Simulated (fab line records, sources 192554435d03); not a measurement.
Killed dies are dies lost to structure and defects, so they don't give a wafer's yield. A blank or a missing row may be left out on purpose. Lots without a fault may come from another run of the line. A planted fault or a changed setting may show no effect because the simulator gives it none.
fab line records | flow n5_finfet
record lots=7 wafers=39
route steps=1938 shown ZERO_LAYER@4 PMOS_HMC_CHANNEL_EPI@64 SD_EPI_N@288 HKMG_FIN@412 MOL_CONTACT_COAG@616 BEOL_M0@721
start_h: hours from the record's first day to the start of the lot's first wafer shown | wait_h: hours since the lot's step before | " the same as in the row above | L1.1+2: a row that stands for several wafers | - no value, or no start given | * or withheld: withheld | < > ~ a bound
route shown NAME@n: a module of which the file shows steps, and the number in the route of the first | usual: mean/standard deviation of fault-free wafers | same: alike in all rows | chamber/n: place in a boat | sites: the reading at each site | _std_site: their standard deviation | _edge_site: outer sites' mean less inner sites' | radius_mm: how far each site lies from the wafer's centre | mask NAME#n: copy n | behind: the tool/chamber that last shaped the wafer | hold: why the lot was held/for how many hours/how that ended | device: the transistor (n, p or np) that didn't switch | end of line: the same wafers' tests at the end of the route | a step without rows: its recipe alone | killed: dies lost to structure and defects at the first sort, not the wafer's yield | map: a wafer's dies, x killed, . not, _ none there
set.NAME: the setting as run; set.NAME@STEP: as run at that earlier step | model.NAME: the simulator's own value behind a step, which no gauge read
lots whose settings were changed on purpose; a table a step, a row a wafer
## steps
# step N5_ZERO_LAYER_PECVD_02
# recipe material=SiO2 target_thk_a=100 temp_c=400 precursor=SiH4/N2O pressure_torr=0.75 rf_w=275 time_s=6
# columns lot.wafer tool chamber start_h wait_h set.time_s model.SiO2_of_ZERO_LAYER_PECVD_02.thk_nm
L075.1 pecvd-01 0 18.28 0.0 6 9.633
L075.2 " 2 " " 8.295 13.72
L075.3 " 2 " " 6 10.15
L075.4 " 0 " " 8.295 13.7
L075.5 " 2 " " 8.295 14.03
L075.6 " 0 " " 6 9.827
L077.1 pecvd-01 1 30.28 0.0 6 9.852
L077.2 " 0 " " 6 9.868
L077.3 " 0 " " 6 9.93
L077.4 " 1 " " 6 10.15
L077.5 " 1 " " 6 9.963
L077.6 " 0 " " 6 10.27
L081.1 pecvd-04 0 54.28 0.0 6 9.987
L081.2 " 1 " " 6 9.875
L081.3 " 2 " " 6 9.848
L081.4 " 1 " " 6 10.02
L081.5 " 2 " " 6 10
L081.6 " 0 " " 6 10.2
L082.1 pecvd-01 2 60.28 0.0 6 9.957
L082.4 " 0 " " 6 10.15
L082.6 " 2 " " 6 10.13
L084.1 pecvd-04 0 72.28 0.0 6 9.848
L084.2 " 2 " " 6 9.872
L084.3 " 1 " " 6 9.847
L084.4 " 1 " " 6 9.894
L084.5 " 2 " " 6 10.09
L084.6 " 0 " " 6 10.04
L085.1 pecvd-01 2 78.28 0.0 6 10.04
L085.2 " 1 " " 6 9.923
L085.3 " 1 " " 6 9.916
L085.4 " 2 " " 6 10.09
L085.5 " 1 " " 6 9.964
L085.6 " 2 " " 6 10.15
L097.1 pecvd-01 0 150.28 0.0 3.962 6.46
L097.2 " 1 " " 6 9.848
L097.3 " 2 " " 6 9.705
L097.4 " 2 " " 3.962 6.254
L097.5 " 1 " " 6 9.984
L097.6 " 0 " " 3.962 6.541
# step N5_PMOS_HMC_CHANNEL_EPI_DEVELOP_08
# recipe develop_time_s=30 developer=TMAH resist=CAR-ArF-block dev_temp_c=23 rinse_liquid=diw dry=air_spin
# columns lot.wafer tool chamber start_h wait_h set.develop_time_s
L075.1+2+3+4+5+6 litho_track-05 0 - - 30
L077.1+2+6 litho_track-04 0 - - 30
L077.3+4+5 " 0 " " 42.58
L081.1+4+5 litho_track-05 0 - - 30
L081.2+3+6 " 0 " " 44.19
L082.1+4+6 litho_track-02 0 - - 30
L084.1+2+6 litho_track-04 0 - - 21.31
L084.3+4+5 " 0 " " 30
L085.1+2+3+4+5+6 litho_track-02 0 - - 30
L097.1+2+5 litho_track-04 0 - - 30
L097.3+4+6 " 0 " " 13.61
# step N5_PMOS_HMC_CHANNEL_EPI_CD_MEAS_09
# recipe target_cd_nm=237.4 landing_energy_ev=500 detector=se_inlens
# usual cd_nm=238.1/1.3
# columns lot.wafer tool chamber start_h wait_h set.develop_time_s@PMOS_HMC_CHANNEL_EPI_DEVELOP_08 cd_nm
L075.1 cd_sem-01 0 23.98 - 30 237.4
L075.2 " 0 " " 30 237.3
L075.3 " 0 " " 30 237.3
L075.4 " 0 " " 30 237.8
L075.5 " 0 " " 30 236.1
L075.6 " 0 " " 30 236.6
L077.1 cd_sem-02 0 35.59 - 30 238.1
L077.2 " 0 " " 30 237.8
L077.3 " 0 " " 42.58 240.2
L077.4 " 0 " " 42.58 239.0
L077.5 " 0 " " 42.58 239.9
L077.6 " 0 " " 30 236.5
L081.1 cd_sem-02 0 59.83 - 30 237.4
L081.2 " 0 " " 44.19 242.0
L081.3 " 0 " " 44.19 242.3
L081.4 " 0 " " 30 238.0
L081.5 " 0 " " 30 237.2
L081.6 " 0 " " 44.19 241.7
L082.1 cd_sem-03 0 65.64 - 30 236.6
L082.4 " 0 " " 30 237.2
L082.6 " 0 " " 30 238.1
L084.1 cd_sem-03 0 77.22 - 21.31 235.5
L084.2 " 0 " " 21.31 236.6
L084.3 " 0 " " 30 237.4
L084.4 " 0 " " 30 237.9
L084.5 " 0 " " 30 238.7
L084.6 " 0 " " 21.31 235.4
L085.1 cd_sem-03 0 83.35 - 30 237.8
L085.2 " 0 " " 30 240.3
L085.3 " 0 " " 30 238.8
L085.4 " 0 " " 30 240.2
L085.5 " 0 " " 30 237.7
L085.6 " 0 " " 30 237.9
L097.1 cd_sem-01 0 155.18 - 30 238.7
L097.2 " 0 " " 30 239.3
L097.3 " 0 " " 13.61 233.1
L097.4 " 0 " " 13.61 232.6
L097.5 " 0 " " 30 238.4
L097.6 " 0 " " 13.61 233.6
# step N5_PMOS_HMC_CHANNEL_EPI_DESCUM_14
# recipe chemistry=O2 time_s=7.9 source_power_w=50 bias_power_w=20 pressure_mtorr=20 rf_frequency_hz=2.712e+07 temp_c=40 resist=CAR-ArF-block o2_flow_sccm=225
# columns lot.wafer tool chamber start_h wait_h set.develop_time_s@PMOS_HMC_CHANNEL_EPI_DEVELOP_08 model.PMOS_HMC_CHANNEL_EPI.cd_nm
L075.1 rie_diel-03 2 24.23 0.2 30 237.5
L075.2 " 3 " " 30 237.8
L075.3 " 0 " " 30 238
L075.4 " 1 " " 30 237.4
L075.5 " 0 " " 30 236.7
L075.6 " 3 " " 30 237.1
L077.1 rie_diel-03 2 35.68 0.0 30 238
L077.2 " 0 " " 30 238.2
L077.3+5 " 1,3 " " 42.58 240.5
L077.4 " 3 " " 42.58 239.4
L077.6 " 2 " " 30 236.5
L081.1 rie_diel-01 2 59.98 0.1 30 237.5
L081.2 " 3 " " 44.19 241.7
L081.3 " 0 " " 44.19 242.1
L081.4 " 2 " " 30 238
L081.5 " 0 " " 30 237.2
L081.6 " 3 " " 44.19 241.8
L082.1 rie_diel-02 0 65.73 0.0 30 237
L082.4 " 3 " " 30 237.1
L082.6 " 1 " " 30 238.1
L084.1 rie_diel-01 2 77.35 0.1 21.31 235.4
L084.2 " 3 " " 21.31 236.5
L084.3 " 0 " " 30 237.6
L084.4 " 2 " " 30 237.9
L084.5 " 0 " " 30 238.6
L084.6 " 3 " " 21.31 235.3
L085.1 rie_diel-01 0 83.45 0.0 30 237.7
L085.2+4 " 3,2 " " 30 240.1
L085.3 " 1 " " 30 238.9
L085.5+6 " 2,3 " " 30 238
L097.1+2 rie_diel-01 1,3 155.27 0.0 30 239.3
L097.3 " 2 " " 13.61 233.3
L097.4 " 3 " " 13.61 232.6
L097.5 " 1 " " 30 238.6
L097.6 " 2 " " 13.61 233.8
# step N5_SD_EPI_N_EPI_21
# recipe material=Si:P dopant=P temp_c=680 pressure_torr=255 time_s=690
# columns lot.wafer tool chamber start_h wait_h set.time_s model.Si-P_of_SD_EPI_N_EPI_21.thk_nm
L075.1 epi_rpcvd-03 0 58.81 0.1 690 59
L075.2+3 " 0 " " 967.1 76
L075.4 " 0 " " 967.1 76.8
L075.5 " 0 " " 690 60.4
L075.6 " 0 " " 690 60.6
L077.1 epi_rpcvd-01 0 67.58 0.2 690 59.6
L077.2+3 " 0 " " 690 59
L077.4 " 0 " " 941.5 75
L077.5 " 0 " " 941.5 74.2
L077.6 " 0 " " 941.5 74.4
L081.1+4+5 epi_rpcvd-01 0 93.08 0.1 690 60.2
L081.2 " 0 " " 690 60
L081.3 " 0 " " 690 59.4
L081.6 " 0 " " 690 59.6
L082.1 epi_rpcvd-01 0 103.02 0.1 690 59
L082.4 " 0 " " 690 59.2
L082.6 " 0 " " 690 58.8
L084.1 epi_rpcvd-03 0 112.38 0.1 690 60
L084.2+5 " 0 " " 920.8 73.4
L084.3 " 0 " " 920.8 73.2
L084.4 " 0 " " 690 59.2
L084.6 " 0 " " 690 59.4
L085.1 epi_rpcvd-02 0 115.33 0.1 690 59.4
L085.2+4 " 0 " " 690 58.8
L085.3 " 0 " " 384.4 35
L085.5 " 0 " " 384.4 35.4
L085.6 " 0 " " 384.4 35.2
L097.1 epi_rpcvd-01 0 191.13 0.1 690 58.8
L097.2 " 0 " " 690 59
L097.3+6 " 0 " " 690 59.4
L097.4 " 0 " " 690 60
L097.5 " 0 " " 690 59.6
# step N5_SD_EPI_N_EPI_MEAS_23
# recipe mode=xrd
# usual thk_nm=59.4/1.1
# columns lot.wafer tool chamber start_h wait_h set.time_s@SD_EPI_N_EPI_21 thk_nm
L075.1 film_metro-01 - 60.52 1.4 690 58.9
L075.2 " - " " 967.1 76.4
L075.3 " - " " 967.1 75.8
L075.4 " - " " 967.1 77.6
L075.5 " - " " 690 60.5
L075.6 " - " " 690 60.9
L077.1 film_metro-02 - 69.86 1.9 690 58.7
L077.2 " - " " 690 57.9
L077.3 " - " " 690 58.3
L077.4 " - " " 941.5 76.6
L077.5 " - " " 941.5 74.3
L077.6 " - " " 941.5 74.9
L081.1 film_metro-01 - 94.79 1.4 690 60.4
L081.2 " - " " 690 59.1
L081.3 " - " " 690 57.3
L081.4 " - " " 690 60.6
L081.5 " - " " 690 59.3
L081.6 " - " " 690 60.3
L082.1 film_metro-01 - 104.73 1.4 690 60.4
L082.4 " - " " 690 60.0
L082.6 " - " " 690 59.4
L084.1 film_metro-01 - 114.10 1.4 690 60.2
L084.2 " - " " 920.8 72.8
L084.3 " - " " 920.8 72.6
L084.4 " - " " 690 58.2
L084.5 " - " " 920.8 73.5
L084.6 " - " " 690 60.3
L085.1 film_metro-01 - 117.04 1.4 690 60.0
L085.2 " - " " 690 59.6
L085.3 " - " " 384.4 33.0
L085.4 " - " " 690 60.9
L085.5 " - " " 384.4 35.1
L085.6 " - " " 384.4 35.5
L097.1 film_metro-01 - 192.85 1.4 690 59.2
L097.2 " - " " 690 58.8
L097.3 " - " " 690 59.4
L097.4 " - " " 690 60.2
L097.5 " - " " 690 60.4
L097.6 " - " " 690 59.8
# step N5_HKMG_FIN_ALD_79
# recipe material=TiN target_thk_a=15 temp_c=400 ald_precursor_family=TiCl4 ald_co_reactant=NH3 pulse_time_s=1 purge_time_s=3 co_reactant_purge_time_s=2 co_reactant_pulse_time_s=2 ald_cycles=68 pressure_torr=3
# columns lot.wafer tool chamber start_h wait_h set.ald_cycles model.TiN_of_HKMG_FIN_ALD_79.thk_nm
L075.1+3+5 ald_metal-03 1,0,1 83.67 0.0 91 2
L075.2+4 " 2,3 " " 68 1.6
L075.6 " 0 " " 68 1.4
L077.1+5 ald_metal-04 3 91.41 0.0 68 1.4
L077.2+3+4+6 " 2,0,1,0 " " 68 1.6
L081.1+2+5 ald_metal-04 2,3,3 115.59 0.0 68 1.4
L081.3+4+6 " 1,0,0 " " 68 1.6
L082.1+4+6 ald_metal-02 0,3,3 124.81 0.0 68 1.4
L084.1+3+6 ald_metal-04 2,1,2 134.05 0.0 53 1.2
L084.2+4+5 " 0,3,3 " " 68 1.4
L085.1+2+3+5+6 ald_metal-02 1,3,0,0,1 136.96 0.0 68 1.4
L085.4 " 2 " " 68 1.6
L097.1+5+6 ald_metal-02 1,1,0 213.28 0.0 68 1.4
L097.2+3+4 " 2,0,3 " " 94 2
# step N5_HKMG_FIN_CVD_62
# recipe material=a-Si target_thk_a=30 temp_c=500 precursor=Si2H6 pressure_torr=1 time_s=20.8
# step N5_HKMG_FIN_RTA_80
# recipe temp_c=withheld time_s=2 ambient=N2 idle_temp_c=600 ramp_up_c_per_s=150 ramp_down_c_per_s=60 cool_to_c=600
# step N5_HKMG_FIN_PRECLEAN_64
# recipe chemistry=dHF time_s=30 temp_c=25 dilution=withheld
# step N5_HKMG_FIN_WET_ETCH_65
# recipe chemistry=TMAH temp_c=70 conc_wt_pct=5 target=a-Si stop_on=TiN time_s=49 target_depth_nm=3
# columns lot.wafer tool chamber start_h wait_h set.ald_cycles@HKMG_FIN_ALD_79 model.TiN_of_HKMG_FIN_ALD_79.thk_nm
L075.1+3+5 wet_bench-04 4,3,5 84.38 0.0 91 1.8
L075.2 " 0 " " 68 1.4
L075.4+6 " 2,1 " " 68 1.2
L077.1+2+5 wet_bench-05 6,0,5 92.07 0.0 68 1.2
L077.3+4+6 " 1,7,4 " " 68 1.4
L081.1+2+5+6 wet_bench-04 6,7,5,1 116.44 0.0 68 1.2
L081.3+4 " 2,0 " " 68 1.4
L082.1+4+6 wet_bench-04 3,4,2 125.70 0.0 68 1.2
L084.1+3+6 wet_bench-05 7,6,0 134.93 0.0 53 1
L084.2+4+5 " 5,3,4 " " 68 1.2
L085.1+2+3+4+5+6 wet_bench-04 2,4,5,1,0,3 137.66 0.0 68 1.2
L097.1+5+6 wet_bench-03 3,5,0 213.93 0.0 68 1.2
L097.2+3+4 " 2,1,4 " " 94 1.8
# step N5_MOL_CONTACT_COAG_ETCH_124
# recipe chemistry=CH3F/O2 target=SiNx target_depth_a=65 mask_material=SOC stop_on=SiOC over_etch_frac=0.3 ion_energy_ev=120 pressure_mtorr=30 source_w=395 bias_w=73 Ar_flow_sccm=150 CH3F_flow_sccm=30 O2_flow_sccm=20 ends=end_point
# columns lot.wafer tool chamber start_h wait_h set.target_depth_a model.SOC_of_MOL_CONTACT_COAG_COAT_62.thk_nm
L075.1+6 rie_diel-06 0 113.28 0.0 52.59 49.6
L075.2+5 " 1,2 " " 65 48.4
L075.3 " 2 " " 65 48.2
L075.4 " 1 " " 52.59 49
L077.1 rie_diel-06 1 116.58 0.0 65 48.6
L077.2+6 " 2,1 " " 90.39 47.4
L077.3 " 0 " " 90.39 48
L077.4 " 2 " " 65 48.4
L077.5 " 0 " " 65 49
L081.1+4+5 rie_diel-06 3,2,3 142.09 0.0 65 48.4
L081.2+6 " 0 " " 65 48.8
L081.3 " 1 " " 65 48.2
L082.1+4+6 rie_diel-04 2,3,3 150.02 0.0 65 48.2
L084.1 rie_diel-04 3 164.96 0.0 30.19 50
L084.2 " 2 " " 65 48
L084.3 " 0 " " 30.19 49.8
L084.4+6 " 1 " " 65 48.4
L084.5 " 2 " " 30.19 49.6
L085.1+3 rie_diel-05 0,3 165.51 0.0 65 48.8
L085.2+6 " 1 " " 65 48.2
L085.4 " 2 " " 65 48.4
L085.5 " 0 " " 65 49
L097.1 rie_diel-05 1 241.79 0.0 80.48 47.6
L097.2 " 2 " " 80.48 47.8
L097.3+6 " 3 " " 65 48.6
L097.4 " 0 " " 80.48 48
L097.5 " 0 " " 65 48.8
# step N5_BEOL_M0_TRENCH_ETCH_107
# recipe chemistry=C4F6/O2 target_depth_a=328 target=SiOC time_s=16.4 ion_energy_ev=250 pressure_mtorr=30 source_w=355 bias_w=185 Ar_flow_sccm=300 C4F6_flow_sccm=10 O2_flow_sccm=10
# columns lot.wafer tool chamber start_h wait_h set.target_depth_a model.BEOL_M0.feature_depth_nm model.TiN_of_BEOL_M0_SAQP_HM_DEP_02.thk_nm
L075.1 rie_diel-04 2 129.53 0.0 328 33.6 9.6
L075.2 " 0 " " 328 32.6 9.6
L075.3 " 3 " " 328 33.2 9.6
L075.4 " 1 " " 328 32.8 9.8
L075.5 " 0 " " 328 32.8 9.6
L075.6 " 1 " " 328 32.4 9.6
L077.1 rie_diel-05 3 132.62 0.0 476.9 47.8 9.2
L077.2 " 1 " " 328 34 9.4
L077.3 " 2 " " 476.9 49 9.2
L077.4 " 1 " " 476.9 49.2 9
L077.5 " 3 " " 328 32.4 10
L077.6 " 2 " " 328 33.8 9.6
L081.1 rie_diel-06 0 158.43 0.0 328 31.8 9.6
L081.2 " 3 " " 236.9 24 10.2
L081.3 " 2 " " 328 33 9.6
L081.4+6 " 1,2 " " 236.9 24 9.8
L081.5 " 3 " " 328 33.2 9.6
L082.1 rie_diel-04 3 164.71 0.0 328 33 9
L082.4 " 0 " " 328 32.6 9.2
L082.6 " 2 " " 328 33.6 9.2
L084.1 rie_diel-05 1 179.28 0.0 328 34 9.4
L084.2 " 0 " " 328 32.2 9.4
L084.3 " 3 " " 328 32.2 9.6
L084.4 " 2 " " 328 33.6 9.6
L084.5 " 3 " " 328 32.4 9.6
L084.6 " 2 " " 328 33.4 9.4
L085.1 rie_diel-06 1 182.51 0.0 169.3 18 10
L085.2 " 3 " " 328 33.2 9.6
L085.3 " 0 " " 328 32.2 9.6
L085.4 " 2 " " 169.3 16.8 10.2
L085.5 " 2 " " 169.3 16.8 10.4
L085.6 " 3 " " 328 33 9.6
L097.1 rie_diel-05 2 256.19 0.0 153.7 15.6 10.2
L097.2 " 1 " " 328 33.8 9.4
L097.3 " 0 " " 153.7 15.2 10.4
L097.4 " 1 " " 328 33.6 9.6
L097.5 " 2 " " 153.7 15.6 10.4
L097.6 " 0 " " 328 32.2 9.6
# step N5_BEOL_M0_STRIP_142
# recipe chemistry=N2/H2 time_s=10 power_w=450 temp_c=40 pressure_mtorr=20 rf_frequency_hz=6e+07 bias_power_w=7 n2_flow_sccm=200 h2_flow_sccm=200
# step N5_BEOL_M0_OCD_MEAS_108
# usual trench_depth_nm=33.0/0.73
# columns lot.wafer tool chamber start_h wait_h set.target_depth_a@BEOL_M0_TRENCH_ETCH_107 trench_depth_nm
L075.1 ocd-02 - 129.63 0.1 328 33.4
L075.2 " - " " 328 32.8
L075.3 " - " " 328 33.9
L075.4 " - " " 328 32.5
L075.5 " - " " 328 33.4
L075.6 " - " " 328 32.2
L077.1 ocd-01 - 132.73 0.1 476.9 47.2
L077.2 " - " " 328 33.9
L077.3 " - " " 476.9 49.2
L077.4 " - " " 476.9 49.2
L077.5 " - " " 328 32.2
L077.6 " - " " 328 33.9
L081.1 ocd-02 - 158.54 0.1 328 31.5
L081.2 " - " " 236.9 24.4
L081.3 " - " " 328 33.2
L081.4 " - " " 236.9 23.8
L081.5 " - " " 328 33.3
L081.6 " - " " 236.9 23.8
L082.1 ocd-01 - 164.81 0.1 328 33.6
L082.4 " - " " 328 32.9
L082.6 " - " " 328 33.3
L084.1 ocd-01 - 179.39 0.1 328 34.1
L084.2 " - " " 328 32.3
L084.3 " - " " 328 32.4
L084.4 " - " " 328 33.2
L084.5 " - " " 328 32.8
L084.6 " - " " 328 33.0
L085.1 ocd-02 - 182.61 0.1 169.3 17.9
L085.2 " - " " 328 33.3
L085.3 " - " " 328 32.4
L085.4 " - " " 169.3 17.3
L085.5 " - " " 169.3 17.1
L085.6 " - " " 328 33.2
L097.1 ocd-02 - 256.29 0.1 153.7 15.8
L097.2 " - " " 328 34.0
L097.3 " - " " 153.7 15.2
L097.4 " - " " 328 32.9
L097.5 " - " " 153.7 15.5
L097.6 " - " " 328 32.4
## key
split step=N5_ZERO_LAYER_PECVD_02 setting=time_s stated=6 by=wafer
response step=N5_ZERO_LAYER_PECVD_02 reading=model.SiO2_of_ZERO_LAYER_PECVD_02.thk_nm change=+0.102 per=1% r=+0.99
split step=N5_PMOS_HMC_CHANNEL_EPI_DEVELOP_08 setting=develop_time_s stated=30 by=wafer
response step=N5_PMOS_HMC_CHANNEL_EPI_CD_MEAS_09 reading=cd_nm change=+0.0869 per=1% r=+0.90
response step=N5_PMOS_HMC_CHANNEL_EPI_DESCUM_14 reading=model.PMOS_HMC_CHANNEL_EPI.cd_nm change=+0.089 per=1% r=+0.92
split step=N5_SD_EPI_N_EPI_21 setting=time_s stated=690 by=wafer
response step=N5_SD_EPI_N_EPI_21 reading=model.Si-P_of_SD_EPI_N_EPI_21.thk_nm change=+0.453 per=1% r=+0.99
response step=N5_SD_EPI_N_EPI_MEAS_23 reading=thk_nm change=* per=1% r=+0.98
split step=N5_HKMG_FIN_ALD_79 setting=ald_cycles stated=68 by=wafer
response step=N5_HKMG_FIN_ALD_79 reading=model.TiN_of_HKMG_FIN_ALD_79.thk_nm change=+0.0139 per=1% r=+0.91
response step=N5_HKMG_FIN_WET_ETCH_65 reading=model.TiN_of_HKMG_FIN_ALD_79.thk_nm change=+0.0147 per=1% r=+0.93
split step=N5_MOL_CONTACT_COAG_ETCH_124 setting=target_depth_a stated=65 by=wafer
response step=N5_MOL_CONTACT_COAG_ETCH_124 reading=model.SOC_of_MOL_CONTACT_COAG_COAT_62.thk_nm change=-0.0309 per=1% r=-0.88
split step=N5_BEOL_M0_TRENCH_ETCH_107 setting=target_depth_a stated=328 by=wafer
response step=N5_BEOL_M0_TRENCH_ETCH_107 reading=model.BEOL_M0.feature_depth_nm change=+0.329 per=1% r=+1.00
response step=N5_BEOL_M0_TRENCH_ETCH_107 reading=model.TiN_of_BEOL_M0_SAQP_HM_DEP_02.thk_nm change=-0.0131 per=1% r=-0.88
response step=N5_BEOL_M0_OCD_MEAS_108 reading=trench_depth_nm change=+0.327 per=1% r=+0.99
